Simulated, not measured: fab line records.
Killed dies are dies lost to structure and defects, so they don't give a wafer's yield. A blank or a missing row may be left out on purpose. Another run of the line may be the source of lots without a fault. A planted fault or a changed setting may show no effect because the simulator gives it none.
Lot-split experiment :: flow n5_finfet :: 21 wafers read from 7 lots, route of 1938 steps

== THE SPLIT ITSELF ==
At N5_BEOL_M14_EXPOSE_25 (exposes mask M14, target cd 280 nm), the setting dose_mj was moved away from the recipe's 26.6 on 11 of the 21 wafers read, by -7.4% to +3.5%. The other wafers ran this setting at the recipe's value.

== FROM THE SPLIT TO THE READING: what the file shows between them, 3 steps ==
- N5_BEOL_M14_PEB_26: peb time 90 s
- N5_BEOL_M14_DEVELOP_27: develop time 45 s
- N5_BEOL_M14_HARDBAKE_32: time 120 s

== THE READING ==
cd_nm (nm) at N5_BEOL_M14_CD_MEAS_28, where the cd target is 284.4 nm. Typical for fault-free wafers on this fab line: 284.4 nm, with standard deviation 2.4 nm.

wafer: L074.1
tool, chamber at the split: krf_scanner-02, 0
dose_mj as run: 26.6
against the recipe: recipe
cd_nm, nm: 284.7
against lot-mates on the recipe: -

wafer: L074.3
tool, chamber at the split: krf_scanner-02, 0
dose_mj as run: 25.54
against the recipe: -4.0%
cd_nm, nm: 280.1
against lot-mates on the recipe: -4.6

wafer: L074.4
tool, chamber at the split: krf_scanner-02, 0
dose_mj as run: 25.54
against the recipe: -4.0%
cd_nm, nm: 280.6
against lot-mates on the recipe: -4.1

wafer: L077.1
tool, chamber at the split: krf_scanner-01, 0
dose_mj as run: 26.6
against the recipe: recipe
cd_nm, nm: 286.9
against lot-mates on the recipe: -

wafer: L077.2
tool, chamber at the split: krf_scanner-01, 0
dose_mj as run: 26.6
against the recipe: recipe
cd_nm, nm: 283.1
against lot-mates on the recipe: -

wafer: L077.4
tool, chamber at the split: krf_scanner-01, 0
dose_mj as run: 24.93
against the recipe: -6.3%
cd_nm, nm: 278.2
against lot-mates on the recipe: -6.8

wafer: L080.3
tool, chamber at the split: krf_scanner-01, 0
dose_mj as run: 27.54
against the recipe: +3.5%
cd_nm, nm: 290.8
against lot-mates on the recipe: +11.7

wafer: L080.4
tool, chamber at the split: krf_scanner-01, 0
dose_mj as run: 26.6
against the recipe: recipe
cd_nm, nm: 279.1
against lot-mates on the recipe: -

wafer: L080.5
tool, chamber at the split: krf_scanner-01, 0
dose_mj as run: 27.54
against the recipe: +3.5%
cd_nm, nm: 291.3
against lot-mates on the recipe: +12.2

wafer: L085.2
tool, chamber at the split: krf_scanner-01, 0
dose_mj as run: 26.6
against the recipe: recipe
cd_nm, nm: 286.4
against lot-mates on the recipe: -

wafer: L085.3
tool, chamber at the split: krf_scanner-01, 0
dose_mj as run: 26.6
against the recipe: recipe
cd_nm, nm: 286.4
against lot-mates on the recipe: -

wafer: L085.4
tool, chamber at the split: krf_scanner-01, 0
dose_mj as run: 26.6
against the recipe: recipe
cd_nm, nm: 283.8
against lot-mates on the recipe: -

wafer: L092.1
tool, chamber at the split: krf_scanner-01, 0
dose_mj as run: 25.65
against the recipe: -3.6%
cd_nm, nm: 275.9
against lot-mates on the recipe: -5.2

wafer: L092.2
tool, chamber at the split: krf_scanner-01, 0
dose_mj as run: 26.6
against the recipe: recipe
cd_nm, nm: 281.1
against lot-mates on the recipe: -

wafer: L092.4
tool, chamber at the split: krf_scanner-01, 0
dose_mj as run: 25.65
against the recipe: -3.6%
cd_nm, nm: 276.5
against lot-mates on the recipe: -4.6

wafer: L093.1
tool, chamber at the split: krf_scanner-02, 0
dose_mj as run: 24.64
against the recipe: -7.4%
cd_nm, nm: 272.5
against lot-mates on the recipe: -13.9

wafer: L093.3
tool, chamber at the split: krf_scanner-02, 0
dose_mj as run: 26.6
against the recipe: recipe
cd_nm, nm: 286.4
against lot-mates on the recipe: -

wafer: L093.4
tool, chamber at the split: krf_scanner-02, 0
dose_mj as run: 24.64
against the recipe: -7.4%
cd_nm, nm: 275.2
against lot-mates on the recipe: -11.2

wafer: L095.1
tool, chamber at the split: krf_scanner-02, 0
dose_mj as run: 27.24
against the recipe: +2.4%
cd_nm, nm: 286.1
against lot-mates on the recipe: -0.2

wafer: L095.2
tool, chamber at the split: krf_scanner-02, 0
dose_mj as run: 27.24
against the recipe: +2.4%
cd_nm, nm: 289.3
against lot-mates on the recipe: +3.0

wafer: L095.5
tool, chamber at the split: krf_scanner-02, 0
dose_mj as run: 26.6
against the recipe: recipe
cd_nm, nm: 286.3
against lot-mates on the recipe: -

FIT RESULTS
A straight line over all 21 wafers: cd_nm changes by +1.46 nm for each +1% of dose_mj; r = +0.90; the points scatter about the line by 2.4 nm.
The same after taking each lot's own level away (the mean of its wafers on the recipe; 21 wafers): +1.69 nm for each +1%; r = +0.91; scatter 2.5 nm.
Per that fit: largest dose_mj move, reading shift of 12 nm.
From 279.10 to 286.40 nm: that is the span of the lots' own levels, equal to 3.0 times the standard deviation above.
Thus the slope moves with the lot-to-lot level: the two fits are different.
Check: -10.9 nm against its lot-mates is what the line predicts for one of the wafers moved furthest among these (-7.4%) when that wafer is left out of the fit. Against them it came out at -13.9 nm.

== THE WHOLE CHAIN: every reading that the file lists as answering this split, in the file's order ==
step: N5_BEOL_M14_CD_MEAS_28
what it does: target cd 284.4 nm
reading: cd_nm
change (the file's fit): +1.54 nm for each +1% of the setting
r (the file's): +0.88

step: N5_BEOL_M14_DESCUM_33
what it does: chemistry O2, time 7.9 s
reading: BEOL_M14.cd_nm (the simulator's own value, which no gauge read)
change (the file's fit): +1.54 nm for each +1% of the setting
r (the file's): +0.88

step: N5_BEOL_M14_ETCH_67
what it does: etches SiARC in CF4, target depth 143 nm, time 238.3 s
reading: BEOL_M14.cd_nm (the simulator's own value, which no gauge read)
change (the file's fit): +1.63 nm for each +1% of the setting
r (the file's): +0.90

step: N5_BEOL_M14_ETCH_68
what it does: etches SOC in N2/H2, time 450 s
reading: BEOL_M14.cd_nm (the simulator's own value, which no gauge read)
change (the file's fit): +1.79 nm for each +1% of the setting
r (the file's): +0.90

== THE FILE'S OWN FIT ==
cd_nm changes by +1.54 nm for each +1% of dose_mj, r = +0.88.
